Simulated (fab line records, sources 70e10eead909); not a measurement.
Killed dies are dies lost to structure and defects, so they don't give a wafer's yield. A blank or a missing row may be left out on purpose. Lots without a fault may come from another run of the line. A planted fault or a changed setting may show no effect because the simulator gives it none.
Tool commonality check | flow nand_harc | 11 lots, 33 wafers sampled

WHY IT WAS OPENED
At NHARC_P_GATE_INSPECT_28 the reading raw_defect_count is flagged on 2 of 11 lots. Wafers without a fault read 6, standard deviation 3.4.
Rule: a lot is flagged when every wafer of it that has a number lies more than 4 standard deviations from that mean, or none has a number. The other lots count as sound.

lot  | measured     | on                | raw_defect_count, wafer by wafer | flag
L567 | day 5 19:02  | defect_inspect-01 | 18 10 8                          |
L569 | day 6 22:05  | defect_inspect-02 | 3 3 4                            |
L570 | day 7 02:00  | defect_inspect-01 | 4 10 12                          |
L574 | day 8 23:29  | defect_inspect-02 | 7 2 1                            |
L577 | day 9 18:04  | defect_inspect-01 | 5 9 6                            |
L578 | day 10 08:29 | defect_inspect-01 | 3 7 4                            |
L579 | day 11 09:07 | defect_inspect-01 | 5 7 9                            |
L581 | day 12 01:10 | defect_inspect-02 | 3 6 6                            |
L582 | day 12 12:17 | defect_inspect-02 | 1478 1399 1421                   | FLAGGED
L583 | day 12 12:55 | defect_inspect-02 | 1442 1417 1426                   | FLAGGED
L587 | day 14 08:16 | defect_inspect-01 | 4 4 4                            |
The numbers of the flagged lots are 1430 on average: +1424 against the usual, or +99 or more standard deviations.

WHICH TOOL RAN EACH LOT
The record holds 1 process step before the reading, out of a route of 1302 steps. In each cell: the tool, then ch and the chambers that the sampled wafers went through, then the start.
lot  | flag    | NHARC_P_GATE_PRECLEAN_71
L567 |         | wet_bench-06 ch 4,5,6, day 5 05:12
L569 |         | wet_bench-09 ch 2,3,4, day 6 04:54
L570 |         | wet_bench-09 ch 0,1,7, day 6 12:32
L574 |         | wet_bench-06 ch 3,6,7, day 8 09:31
L577 |         | wet_bench-09 ch 5,6,7, day 9 03:53
L578 |         | wet_bench-06 ch 1,2,7, day 9 17:20
L579 |         | wet_bench-09 ch 0,2,5, day 10 14:07
L581 |         | wet_bench-09 ch 2,3,4, day 11 08:56
L582 | FLAGGED | wet_bench-06 ch 0,1,6, day 11 17:17
L583 | FLAGGED | wet_bench-06 ch 3,4,5, day 11 22:11
L587 |         | wet_bench-09 ch 1,5,7, day 13 15:01
What these steps do:
- NHARC_P_GATE_PRECLEAN_71: cleans in SC1.
- NHARC_P_GATE_INSPECT_28

FLAGGED OVER TOTAL, TOOL BY TOOL (the gauges that took the reading come last)
step                     | tool              | lots run | flagged | share of the flagged lots | sound lots run after its first flagged lot
NHARC_P_GATE_PRECLEAN_71 | wet_bench-06      | 5        | 2       | all                       | 0
NHARC_P_GATE_PRECLEAN_71 | wet_bench-09      | 6        | 0       | none                      | -
NHARC_P_GATE_INSPECT_28  | defect_inspect-01 | 6        | 0       | none                      | -
NHARC_P_GATE_INSPECT_28  | defect_inspect-02 | 5        | 2       | all                       | 0

WHAT THE TABLE ALLOWS
2 rows of the table ran every flagged lot: wet_bench-06 at NHARC_P_GATE_PRECLEAN_71, defect_inspect-02 at NHARC_P_GATE_INSPECT_28.
- wet_bench-06 at NHARC_P_GATE_PRECLEAN_71: 2 of its 5 lots flagged. Its last sound lot is L578 (day 9 17:20), its first flagged lot L582 (day 11 17:17): a fault that began between those two fits.
- defect_inspect-02 at NHARC_P_GATE_INSPECT_28: 2 of its 5 lots flagged. Its last sound lot is L581 (day 12 01:10), its first flagged lot L582 (day 12 12:17): a fault that began between those two fits.
Counting lots can't tell these 2 tools apart, because each fits a fault that began at some hour. More lots, or a look at what each step does to the wafer, might.

WHAT THE SIMULATOR HAD PUT IN
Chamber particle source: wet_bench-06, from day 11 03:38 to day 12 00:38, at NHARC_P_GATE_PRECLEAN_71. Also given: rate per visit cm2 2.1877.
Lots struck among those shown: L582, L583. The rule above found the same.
